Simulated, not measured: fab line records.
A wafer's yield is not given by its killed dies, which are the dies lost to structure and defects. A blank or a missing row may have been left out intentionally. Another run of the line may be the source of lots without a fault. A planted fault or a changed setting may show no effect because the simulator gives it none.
Which of the tools did it? :: flow nand harc :: 12 lots with 36 wafers sampled at 4 steps, on a route of 1302 steps

## WHAT THE GAUGES SHOWED, per wafer
NHARC_A_BONDPAD_CD_MEAS_09: target cd 500 nm.
lot: L075
measured: day 23 02:34
on: cd sem-01
cd nm (nm): 500.9 502.6 501.2

lot: L078
measured: day 24 05:28
on: cd sem-01
cd nm (nm): 499.0 499.2 500.4

lot: L080
measured: day 24 19:09
on: cd sem-03
cd nm (nm): 499.4 498.8 498.4

lot: L081
measured: day 26 00:11
on: cd sem-02
cd nm (nm): 497.7 500.8 497.1

lot: L082
measured: day 26 16:39
on: cd sem-03
cd nm (nm): 496.1 496.6 500.1

lot: L084
measured: day 27 04:52
on: cd sem-03
cd nm (nm): 499.5 499.1 499.5

lot: L086
measured: day 28 02:10
on: cd sem-03
cd nm (nm): 501.0 501.4 505.4

lot: L089
measured: day 28 15:37
on: cd sem-02
cd nm (nm): 499.9 505.1 498.7

lot: L091
measured: day 30 11:17
on: cd sem-03
cd nm (nm): 498.4 497.4 496.6

lot: L092
measured: day 30 22:04
on: cd sem-02
cd nm (nm): 499.4 499.6 498.9

lot: L095
measured: day 31 20:04
on: cd sem-03
cd nm (nm): 500.8 502.5 499.0

lot: L097
measured: day 32 12:11
on: cd sem-01
cd nm (nm): 500.7 499.7 499.7

## WHAT TOOL EACH LOT RAN ON (gives the tool, then ch and the chambers of the sampled wafers, and finally the start)
lot: L075
NHARC_A_M1_ETCH_15: rie diel-02 ch 1,2,3, day 22 22:37 or earlier
NHARC_A_M1_DEGAS_29: pvd sputter-03, day 22 22:37
NHARC_A_M1_PRE_CLEAN_32: pecvd-01 ch 1,2, day 23 00:33

lot: L078
NHARC_A_M1_ETCH_15: rie diel-02 ch 0,1,3, day 24 01:59 or earlier
NHARC_A_M1_DEGAS_29: pvd sputter-03, day 24 01:59
NHARC_A_M1_PRE_CLEAN_32: pecvd-04 ch 0,2, day 24 03:37

lot: L080
NHARC_A_M1_ETCH_15: rie diel-04 ch 0,1,3, day 24 15:48 or earlier
NHARC_A_M1_DEGAS_29: pvd sputter-01, day 24 15:48
NHARC_A_M1_PRE_CLEAN_32: pecvd-01 ch 1,2, day 24 17:25

lot: L081
NHARC_A_M1_ETCH_15: rie diel-06 ch 0,1, day 25 20:43 or earlier
NHARC_A_M1_DEGAS_29: pvd sputter-03, day 25 20:43
NHARC_A_M1_PRE_CLEAN_32: pecvd-01 ch 0,1,2, day 25 22:22

lot: L082
NHARC_A_M1_ETCH_15: rie diel-04 ch 0,2,3, day 26 13:18 or earlier
NHARC_A_M1_DEGAS_29: pvd sputter-03, day 26 13:18
NHARC_A_M1_PRE_CLEAN_32: pecvd-01 ch 1,2, day 26 14:56

lot: L084
NHARC_A_M1_ETCH_15: rie diel-06 ch 0,2,3, day 27 01:23 or earlier
NHARC_A_M1_DEGAS_29: pvd sputter-03, day 27 01:23
NHARC_A_M1_PRE_CLEAN_32: pecvd-01 ch 0,2, day 27 03:01

lot: L086
NHARC_A_M1_ETCH_15: rie diel-04 ch 1,2,3, day 27 22:40 or earlier
NHARC_A_M1_DEGAS_29: pvd sputter-03, day 27 22:40
NHARC_A_M1_PRE_CLEAN_32: pecvd-01 ch 0,1, day 28 00:17

lot: L089
NHARC_A_M1_ETCH_15: rie diel-04 ch 0,3, day 28 11:58 or earlier
NHARC_A_M1_DEGAS_29: pvd sputter-02, day 28 11:58
NHARC_A_M1_PRE_CLEAN_32: pecvd-03 ch 0,1, day 28 13:37

lot: L091
NHARC_A_M1_ETCH_15: rie diel-06 ch 0,3, day 30 07:40 or earlier
NHARC_A_M1_DEGAS_29: pvd sputter-02, day 30 07:40
NHARC_A_M1_PRE_CLEAN_32: pecvd-01 ch 0,1,2, day 30 09:19

lot: L092
NHARC_A_M1_ETCH_15: rie diel-02 ch 1,2,3, day 30 18:35 or earlier
NHARC_A_M1_DEGAS_29: pvd sputter-02, day 30 18:35
NHARC_A_M1_PRE_CLEAN_32: pecvd-04 ch 0,1,2, day 30 20:13

lot: L095
NHARC_A_M1_ETCH_15: rie diel-02 ch 0,1,2, day 31 16:42 or earlier
NHARC_A_M1_DEGAS_29: pvd sputter-03, day 31 16:42
NHARC_A_M1_PRE_CLEAN_32: pecvd-04 ch 0,2, day 31 18:19

lot: L097
NHARC_A_M1_ETCH_15: rie diel-04 ch 0,1,2, day 32 08:50 or earlier
NHARC_A_M1_DEGAS_29: pvd sputter-03, day 32 08:50
NHARC_A_M1_PRE_CLEAN_32: pecvd-01 ch 0,1, day 32 10:27
- NHARC_A_M1_ETCH_15: etches the open film in C4F8/Ar, target depth 182.5 nm, time 91.2 s.
- NHARC_A_M1_DEGAS_29: time 60 s.
- NHARC_A_M1_PRE_CLEAN_32: time 12 s.

## THE ANSWER, worked out from the rows above alone
Rule: the lots themselves supply what counts as usual. Put in order of their means at a reading, lots are off if they are a third of the lots or fewer, leave a main group of 4 or more, and stand apart from it by a gap of 3 or more times the standard deviation of the main group's means; of several such gaps the widest counts. Not used: any main group whose means are identical at the precision the tables above print for the reading. Also off: a lot with no number at a reading for which 4 or more lots have one. Where the step has rows for the other lots, those lots are counted as sound.
Across all readings shown, no lot is off: no conclusion can be drawn from this.

## WHAT HAD BEEN PUT IN BY THE SIMULATOR
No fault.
